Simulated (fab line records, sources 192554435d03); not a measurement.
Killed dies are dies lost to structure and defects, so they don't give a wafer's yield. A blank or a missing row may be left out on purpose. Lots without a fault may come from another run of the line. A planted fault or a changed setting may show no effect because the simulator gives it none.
Chamber matching | flow n5_finfet | N5_HKMG_FIN_ETCH_54 on rie_diel-06: 4 sister chambers
The step etches SiARC in CF4, target depth 45.5 nm, time 75.8 s. 18 wafers are shown with their chamber, then 9 later ones without.

WAFERS WITH THEIR CHAMBER
wafer  | chamber | showerhead_plenum_p_Torr (Torr) | drypump_motor_current_A (A) | oes_product_au (a.u.)
L076.3 | 1       | 2.27                            | 6.5                         | 0.78
L076.5 | 1       | 2.27                            | 6.5                         | 0.78
L076.6 | 2       | 2.07                            | 5.6                         | 0.68
L079.1 | 2       | 2.07                            | 5.7                         | 0.68
L079.4 | 3       | 2.04                            | 6.6                         | 0.61
L079.6 | 1       | 2.27                            | 6.4                         | 0.77
L083.1 | 1       | 2.26                            | 6.4                         | 0.75
L083.4 | 0       | 2.14                            | 5.9                         | 0.63
L083.5 | 1       | 2.26                            | 6.4                         | 0.75
L088.2 | 1       | 2.26                            | 6.4                         | 0.74
L088.5 | 2       | 2.06                            | 5.6                         | 0.66
L088.6 | 3       | 2.03                            | 6.6                         | 0.59
L090.2 | 3       | 2.03                            | 6.6                         | 0.59
L090.3 | 1       | 2.26                            | 6.5                         | 0.73
L090.6 | 3       | 2.03                            | 6.6                         | 0.59
L091.1 | 2       | 2.06                            | 5.6                         | 0.66
L091.2 | 3       | 2.03                            | 6.6                         | 0.59
L091.3 | 1       | 2.26                            | 6.4                         | 0.74

SIGNATURES (means of the wafers above)
reading                  | chamber 0 | chamber 1 | chamber 2 | chamber 3 | scatter within a chamber
showerhead_plenum_p_Torr | 2.1400    | 2.2637    | 2.0650    | 2.0320    | 0.00512
drypump_motor_current_A  | 5.900     | 6.438     | 5.625     | 6.600     | 0.0433
oes_product_au           | 0.6300    | 0.7550    | 0.6700    | 0.5940    | 0.0154
Rule: a wafer's distance from a chamber is the root of the sum, over the readings, of the square of ((its reading less the chamber's mean) divided by the reading's scatter). The wafer belongs to the nearest chamber; if the next one is less than 2 further off, it can't be placed. The scatter: the root of (the sum of the squares of (reading less its chamber's mean) over the shown wafers, divided by (wafers less chambers)).

WAFERS WITHOUT THEIR CHAMBER
wafer  | showerhead_plenum_p_Torr (Torr) | drypump_motor_current_A (A) | oes_product_au (a.u.)
L094.1 | 2.05                            | 5.6                         | 0.65
L094.3 | 2.14                            | 5.9                         | 0.62
L094.4 | 2.02                            | 6.6                         | 0.58
L095.2 | 2.02                            | 6.6                         | 0.58
L095.4 | 2.05                            | 5.6                         | 0.65
L095.5 | 2.26                            | 6.5                         | 0.73
L097.3 | 2.26                            | 6.4                         | 0.72
L097.4 | 2.13                            | 5.9                         | 0.62
L097.6 | 2.05                            | 5.6                         | 0.65

WHICH CHAMBER EACH WENT THROUGH
wafer  | from the rows above | in truth
L094.1 | 2                   | 2
L094.3 | 0                   | 0
L094.4 | 3                   | 3
L095.2 | 3                   | 3
L095.4 | 2                   | 2
L095.5 | 1                   | 1
L097.3 | 1                   | 1
L097.4 | 0                   | 0
L097.6 | 2                   | 2
Placed correctly: 9 of 9. Can't be placed from these rows: 0. Placed wrongly: 0.
